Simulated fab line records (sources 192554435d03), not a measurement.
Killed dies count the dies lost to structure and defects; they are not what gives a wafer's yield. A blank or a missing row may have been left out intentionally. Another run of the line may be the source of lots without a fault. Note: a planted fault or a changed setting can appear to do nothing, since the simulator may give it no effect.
Struck lot and sound lot, side by side    flow n5 finfet    38 steps out of a route of 1938
Sound: wafers L609.2, L609.4, L609.5. Wafers struck: L614.2, L614.3, L614.4. Last of all comes the cause.
At each step with rows: each side's tool, then ch and its chambers, then its first start. Under that, the readings that differ: sound wafers    struck wafers    difference of the means    sigmas: that difference in standard deviations of wafers without a fault.
alike: same words and numbers on both sides, and readings whose means sit less than 2 such deviations apart. not compared: any withheld reading, any reading some wafer has no value for, any bound like >300 that may hide the same value, and any number with overlapping values for which the record gives no deviation.
A row with sigmas, a row that says differs or no value, or rows on one side alone: a step with any of these is where the two part. When numbers do not overlap yet have no deviation, they are printed without sigmas and do not part them. A reading missing from all wafers of one side parts the sides only when that side holds two or more wafers.

first, 8 steps without rows for these wafers: N5_BEOL_M1_ECD_50 (material Cu, target thk 300 nm); N5_BEOL_M1_ANNEAL_51 (time 90 s); N5_BEOL_M1_CMP_52 (polishes, stops on SiOC, t overpolish 6.8 s, target thk 40 nm); N5_BEOL_M1_PRE_CLEAN_60 (time 15 s); N5_BEOL_M1_CO_CAP_55 (material Co, precursor CCTBA/H2, target thk 2 nm, time 102.1 s); N5_BEOL_M1_PRE_CLEAN_56 (time 15 s); N5_BEOL_M1_DEP_57 (deposits SiCN from 3MS/NH3, target thk 8 nm, time 14 s); N5_BEOL_M2_ILD_DEP_00 (deposits SiOC from DEMS/O2, target thk 79 nm, time 15.3 s).
N5_BEOL_M2_PECVD_72: deposits SiO2 from TEOS/O2, target thk 16 nm, time 18 s.
  sound on pecvd-03 ch 1,2, day 10 00:04; struck on pecvd-03 ch 1,2, day 11 01:51
reading                                     sound                 struck                difference  sigmas
heater power w (W)                          676 698 546           925 788 945           +246        +3
susceptor temp C (C)                        399.89 400.22 399.73  434.77 434.58 434.33  +34.61      +99 or more
model.SiO2_of_BEOL_M2_PECVD_72.thk nm (nm)  16 16 16              12.2 12.4 12.6        -3.6        
  alike: showerhead plenum p Torr, throttle valve pct
then, 25 steps without rows for these wafers: N5_BEOL_M2_HM_DEP_02 (deposits TiN, target thk 20 nm); N5_BEOL_M2_COAT_61 (time 60 s, resist thk 60 nm); N5_BEOL_M2_COAT_62 (time 60 s, resist thk 12 nm); N5_BEOL_M2_COAT_73 (time 60 s, resist thk 5 nm); N5_BEOL_M2_COAT_05 (resist thk 30 nm); N5_BEOL_M2_EBR_07; N5_BEOL_M2_SOFTBAKE_06 (time 60 s); N5_BEOL_M2_EXPOSE_08 (exposes mask M2); N5_BEOL_M2_PEB_09 (peb time 60 s); N5_BEOL_M2_DEVELOP_10 (develop time 30 s); N5_BEOL_M2_DESCUM_16 (chemistry O2, time 7 s); N5_BEOL_M2_ETCH_74 (etches underlayer in N2/H2, target depth 6.5 nm, time 5.2 s); N5_BEOL_M2_ETCH_63 (etches SiARC in CF4, target depth 15.6 nm, time 26 s); N5_BEOL_M2_ETCH_64 (etches SOC in N2/H2, target depth 75 nm, overetch 22.5 nm, time 121.9 s); N5_BEOL_M2_STRIP_65 (strips in N2/H2); N5_BEOL_M2_STRIP_75 (strips in N2/H2); N5_BEOL_M2_STRIP_66 (strips in CF4); N5_BEOL_M2_HM_OPEN_17 (chemistry Cl2/BCl3, target TiN, target depth 20 nm, overetch 6 nm); N5_BEOL_M2_STRIP_19 (strips in O2); N5_BEOL_M2_COAT_67 (time 60 s, resist thk 60 nm); N5_BEOL_M2_COAT_68 (time 60 s, resist thk 12 nm); N5_BEOL_M2_COAT_76 (time 60 s, resist thk 5 nm); N5_BEOL_M2_COAT_22 (resist thk 30 nm); N5_BEOL_M2_EBR_24; N5_BEOL_M2_SOFTBAKE_23 (time 60 s).
N5_BEOL_M2_HM_STRIP_39: strips TiN in peroxide tin strip, target depth 25 nm, time 158 s.
  sound on wet bench-02 ch 4,5,7, day 10 04:37; struck on wet bench-02 ch 1,2,3, day 11 08:10
reading                                     sound           struck        difference  sigmas
model.SiO2_of_BEOL_M2_PECVD_72.thk nm (nm)  15.8 15.8 15.8  12 12.2 12.4  -4          
N5_BEOL_M2_CMP_52: polishes, stops on SiOC, t overpolish 6.8 s, target thk 40 nm.
  sound on cmp-01 ch 0,1,3, day 10 08:36; struck on cmp-03 ch 0,1,2, day 11 11:23
reading                       sound           struck          difference  sigmas
barrier field endpoint s (s)  24.3 25.1 25.4  19.5 21.0 20.2  -4.7        -7
  alike: motor current A
N5_BEOL_M4_RC_MEAS_101:
  sound on prober-02 ch 0, day 11 11:34; struck on prober-01 ch 0, day 12 14:18
  alike: DIBL_N, DIBL_P, IOFF_N, IOFF_P, ION_N, ION_P, SS_N, SS_P, VT_N, VT_P
N5_PASSIVATION_PROBE_49:
  rows exist in the record for the sound wafers here (prober-02, day 16 00:19), none for the struck ones

## WHERE THEY PART
Earliest at N5_BEOL_M2_PECVD_72; latest, in this record, at N5_PASSIVATION_PROBE_49.

WHY: whatever the simulator had introduced
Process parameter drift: pecvd-03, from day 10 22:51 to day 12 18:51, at N5_BEOL_M2_PECVD_72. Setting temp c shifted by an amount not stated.
